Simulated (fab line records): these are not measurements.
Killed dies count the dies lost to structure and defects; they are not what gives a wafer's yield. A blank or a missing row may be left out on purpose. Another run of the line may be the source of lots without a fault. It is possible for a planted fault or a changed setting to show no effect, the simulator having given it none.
Matching of chambers :: flow n5_finfet :: 4 sister chambers for N5_MOL_CONTACT_COAG_DESCUM_13 on rie_diel-03
The step chemistry O2, time 7 s. 14 wafers are shown with their chamber, then 7 later ones without.

== WAFERS WITH THEIR CHAMBER ==
wafer: L074.1
chamber: 0
drypump_motor_current_A (A): 5.7
showerhead_plenum_p_Torr (Torr): 1.98
throttle_valve_pct (%): 20.73

wafer: L074.4
chamber: 2
drypump_motor_current_A (A): 5.1
showerhead_plenum_p_Torr (Torr): 2.07
throttle_valve_pct (%): 20.57

wafer: L074.6
chamber: 0
drypump_motor_current_A (A): 5.7
showerhead_plenum_p_Torr (Torr): 1.98
throttle_valve_pct (%): 20.74

wafer: L075.2
chamber: 0
drypump_motor_current_A (A): 5.7
showerhead_plenum_p_Torr (Torr): 1.98
throttle_valve_pct (%): 20.77

wafer: L075.4
chamber: 1
drypump_motor_current_A (A): 4.7
showerhead_plenum_p_Torr (Torr): 2.03
throttle_valve_pct (%): 20.41

wafer: L075.6
chamber: 2
drypump_motor_current_A (A): 5.1
showerhead_plenum_p_Torr (Torr): 2.07
throttle_valve_pct (%): 20.57

wafer: L080.1
chamber: 3
drypump_motor_current_A (A): 5.1
showerhead_plenum_p_Torr (Torr): 2.04
throttle_valve_pct (%): 20.07

wafer: L080.2
chamber: 1
drypump_motor_current_A (A): 4.7
showerhead_plenum_p_Torr (Torr): 2.03
throttle_valve_pct (%): 20.44

wafer: L080.4
chamber: 2
drypump_motor_current_A (A): 5.0
showerhead_plenum_p_Torr (Torr): 2.06
throttle_valve_pct (%): 20.59

wafer: L081.3
chamber: 1
drypump_motor_current_A (A): 4.7
showerhead_plenum_p_Torr (Torr): 2.03
throttle_valve_pct (%): 20.43

wafer: L081.5
chamber: 1
drypump_motor_current_A (A): 4.7
showerhead_plenum_p_Torr (Torr): 2.03
throttle_valve_pct (%): 20.44

wafer: L081.6
chamber: 0
drypump_motor_current_A (A): 5.7
showerhead_plenum_p_Torr (Torr): 1.98
throttle_valve_pct (%): 20.76

wafer: L085.2
chamber: 3
drypump_motor_current_A (A): 5.1
showerhead_plenum_p_Torr (Torr): 2.04
throttle_valve_pct (%): 20.09

wafer: L085.4
chamber: 2
drypump_motor_current_A (A): 5.1
showerhead_plenum_p_Torr (Torr): 2.06
throttle_valve_pct (%): 20.62

SIGNATURES, as means of the wafers listed above
reading: drypump_motor_current_A
chamber 0: 5.700
chamber 1: 4.700
chamber 2: 5.075
chamber 3: 5.100
scatter within a chamber: 0.0274

reading: showerhead_plenum_p_Torr
chamber 0: 1.9800
chamber 1: 2.0300
chamber 2: 2.0650
chamber 3: 2.0400
scatter within a chamber: 0.00316

reading: throttle_valve_pct
chamber 0: 20.7500
chamber 1: 20.4300
chamber 2: 20.5875
chamber 3: 20.0800
scatter within a chamber: 0.0186
Rule: a wafer's distance from a chamber is the root of the sum, over the readings, of the square of ((its reading less the chamber's mean) divided by the reading's scatter). The wafer belongs to the nearest chamber; if the next one is less than 2 further off, it can't be placed. The scatter: the root of (the sum of the squares of (reading less its chamber's mean) over the shown wafers, divided by (wafers less chambers)).

== WAFERS WHOSE CHAMBER IS MISSING ==
wafer: L085.5
drypump_motor_current_A (A): 4.7
showerhead_plenum_p_Torr (Torr): 2.02
throttle_valve_pct (%): 20.44

wafer: L090.1
drypump_motor_current_A (A): 5.7
showerhead_plenum_p_Torr (Torr): 2.23
throttle_valve_pct (%): 20.31

wafer: L090.2
drypump_motor_current_A (A): 4.7
showerhead_plenum_p_Torr (Torr): 2.02
throttle_valve_pct (%): 20.48

wafer: L090.4
drypump_motor_current_A (A): 5.1
showerhead_plenum_p_Torr (Torr): 2.06
throttle_valve_pct (%): 20.63

wafer: L095.1
drypump_motor_current_A (A): 5.1
showerhead_plenum_p_Torr (Torr): 2.03
throttle_valve_pct (%): 20.14

wafer: L095.2
drypump_motor_current_A (A): 4.7
showerhead_plenum_p_Torr (Torr): 2.01
throttle_valve_pct (%): 20.49

wafer: L095.3
drypump_motor_current_A (A): 5.1
showerhead_plenum_p_Torr (Torr): 2.05
throttle_valve_pct (%): 20.64

== CHAMBER TAKEN BY EACH ==
wafer: L085.5
from the rows above: 1
in truth: 1

wafer: L090.1
from the rows above: 2
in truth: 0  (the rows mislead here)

wafer: L090.2
from the rows above: 1
in truth: 1

wafer: L090.4
from the rows above: 2
in truth: 2

wafer: L095.1
from the rows above: 3
in truth: 3

wafer: L095.2
from the rows above: 1
in truth: 1

wafer: L095.3
from the rows above: 2
in truth: 2
Placed correctly: 6 of 7. Can't be placed from these rows: 0. Placed wrongly: 1.
